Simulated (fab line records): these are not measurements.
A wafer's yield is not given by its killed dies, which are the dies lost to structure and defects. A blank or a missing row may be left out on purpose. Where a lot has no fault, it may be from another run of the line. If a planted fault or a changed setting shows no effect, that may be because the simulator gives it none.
Matching of chambers || flow nand_harc || NHARC_A_STAIRCASE_DESCUM_186 on rie_diel-13: 4 sister chambers
The step chemistry O2, time 3 s. 4 wafers are shown with their chamber, then 9 later ones without.

== WAFERS, EACH WITH ITS CHAMBER ==
{"wafer": "L751.5", "chamber": 3, "drypump_motor_current_A (A)": 6.0}
{"wafer": "L751.6", "chamber": 2, "drypump_motor_current_A (A)": 4.9}
{"wafer": "L753.4", "chamber": 1, "drypump_motor_current_A (A)": 6.5}
{"wafer": "L753.5", "chamber": 0, "drypump_motor_current_A (A)": 5.3}

== WAFERS MISSING THEIR CHAMBER ==
{"wafer": "L757.2", "drypump_motor_current_A (A)": 5.3}
{"wafer": "L757.4", "drypump_motor_current_A (A)": 6.5}
{"wafer": "L757.6", "drypump_motor_current_A (A)": 6.0}
{"wafer": "L760.2", "drypump_motor_current_A (A)": 5.3}
{"wafer": "L760.3", "drypump_motor_current_A (A)": 4.9}
{"wafer": "L760.5", "drypump_motor_current_A (A)": 6.0}
{"wafer": "L759.3", "drypump_motor_current_A (A)": 5.3}
{"wafer": "L759.4", "drypump_motor_current_A (A)": 6.1}
{"wafer": "L759.5", "drypump_motor_current_A (A)": 5.3}

== EACH ONE'S CHAMBER ==
{"wafer": "L757.2", "from the rows above": 0, "in truth": 0}
{"wafer": "L757.4", "from the rows above": 1, "in truth": 1}
{"wafer": "L757.6", "from the rows above": 3, "in truth": 3}
{"wafer": "L760.2", "from the rows above": 0, "in truth": 0}
{"wafer": "L760.3", "from the rows above": 2, "in truth": 2}
{"wafer": "L760.5", "from the rows above": 3, "in truth": 3}
{"wafer": "L759.3", "from the rows above": 0, "in truth": 0}
{"wafer": "L759.4", "from the rows above": 3, "in truth": 3}
{"wafer": "L759.5", "from the rows above": 0, "in truth": 0}
Placed correctly: 9 of 9. Can't be placed from these rows: 0. Number placed wrongly: 0.
How it was worked out, from the rows above alone: a wafer's distance from a chamber is the root of the sum, over the readings, of the square of ((its reading less the chamber's mean) divided by the reading's scatter). If the next closest chamber is less than 2 further off than the closest, the wafer can't be placed; otherwise it belongs to the closest. A chamber's mean is the mean of its shown wafers. The scatter: with one shown wafer a chamber, the root of the mean of the squares of how far each hidden wafer lies from its nearest shown one.
